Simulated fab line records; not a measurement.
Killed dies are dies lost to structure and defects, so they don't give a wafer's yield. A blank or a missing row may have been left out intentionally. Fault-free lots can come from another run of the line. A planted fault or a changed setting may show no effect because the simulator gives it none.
Matching of chambers | flow nandHarc | cmp-01 running NHARC_A_STAIRCASE_CMP_472: 4 sister chambers
The step polishes SiO2. 22 wafers are shown with their chamber, then 11 later ones without.

## WAFERS, EACH WITH ITS CHAMBER
wafer  | chamber | motorCurrentA (A) | slurryFlowMlMin
L074.1 | 0       | 12.7              | 149.9
L074.3 | 1       | 12.4              | 150.0
L074.6 | 0       | 11.9              | 149.6
L077.1 | 3       | 10.7              | 150.3
L077.4 | 1       | 12.7              | 150.3
L077.5 | 2       | 11.7              | 149.6
L076.1 | 1       | 12.6              | 149.5
L076.2 | 3       | 11.1              | 150.4
L076.3 | 2       | 10.8              | 150.5
L081.1 | 0       | 12.1              | 150.5
L081.2 | 1       | 12.8              | 149.7
L081.5 | 3       | 10.8              | 150.1
L083.2 | 1       | 12.9              | 149.8
L083.3 | 0       | 11.9              | 149.6
L083.6 | 1       | 13.3              | 149.9
L087.2 | 3       | 10.6              | 150.0
L087.3 | 0       | 12.3              | 149.6
L087.4 | 2       | 10.8              | 150.8
L089.1 | 3       | 11.0              | 150.5
L089.3 | 1       | 12.6              | 150.5
L089.4 | 2       | 11.6              | 150.6
L088.3 | 3       | 10.6              | 149.9

SIGNATURES, as means of the wafers listed above
reading         | chamber 0 | chamber 1 | chamber 2 | chamber 3 | scatter within a chamber
motorCurrentA   | 12.180    | 12.757    | 11.225    | 10.800    | 0.324
slurryFlowMlMin | 149.840   | 149.957   | 150.375   | 150.200   | 0.369
Rule: for a wafer and a chamber, the distance is found by dividing, reading by reading, the gap between the wafer's reading and the chamber's mean by the reading's scatter, squaring, summing and taking the root. If the next closest chamber is less than 2 further off than the closest, the wafer can't be placed; otherwise it belongs to the closest. The scatter is the square root of a quotient: the sum, over the shown wafers, of each reading's squared deviation from its chamber's mean, divided by wafers minus chambers.

## WAFERS WITHOUT THEIR CHAMBER
wafer  | motorCurrentA (A) | slurryFlowMlMin
L088.4 | 11.1              | 150.5
L088.6 | 12.6              | 151.0
L091.1 | 11.7              | 150.3
L091.3 | 10.4              | 150.2
L091.4 | 13.3              | 149.5
L092.2 | 11.8              | 150.7
L092.4 | 10.7              | 149.9
L092.6 | 10.9              | 150.0
L094.2 | 10.4              | 149.9
L094.5 | 13.2              | 150.4
L094.6 | 11.0              | 149.9

## EACH ONE'S CHAMBER
wafer  | from the rows above               | in truth
L088.4 | can't be placed: 2 or 3           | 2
L088.6 | can't be placed: 1 or 0 or 2      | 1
L091.1 | can't be placed: 2 or 0 or 3 or 1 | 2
L091.3 | can't be placed: 3 or 2           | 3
L091.4 | can't be placed: 1 or 0           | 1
L092.2 | can't be placed: 2 or 0 or 3 or 1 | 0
L092.4 | can't be placed: 3 or 2           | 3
L092.6 | can't be placed: 3 or 2           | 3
L094.2 | can't be placed: 3 or 2           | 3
L094.5 | can't be placed: 1 or 0           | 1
L094.6 | can't be placed: 3 or 2           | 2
Placed correctly: 0 of 11. From these rows, 11 cannot be placed; in 11 the true chamber is one of the candidates. Placed wrongly: 0.
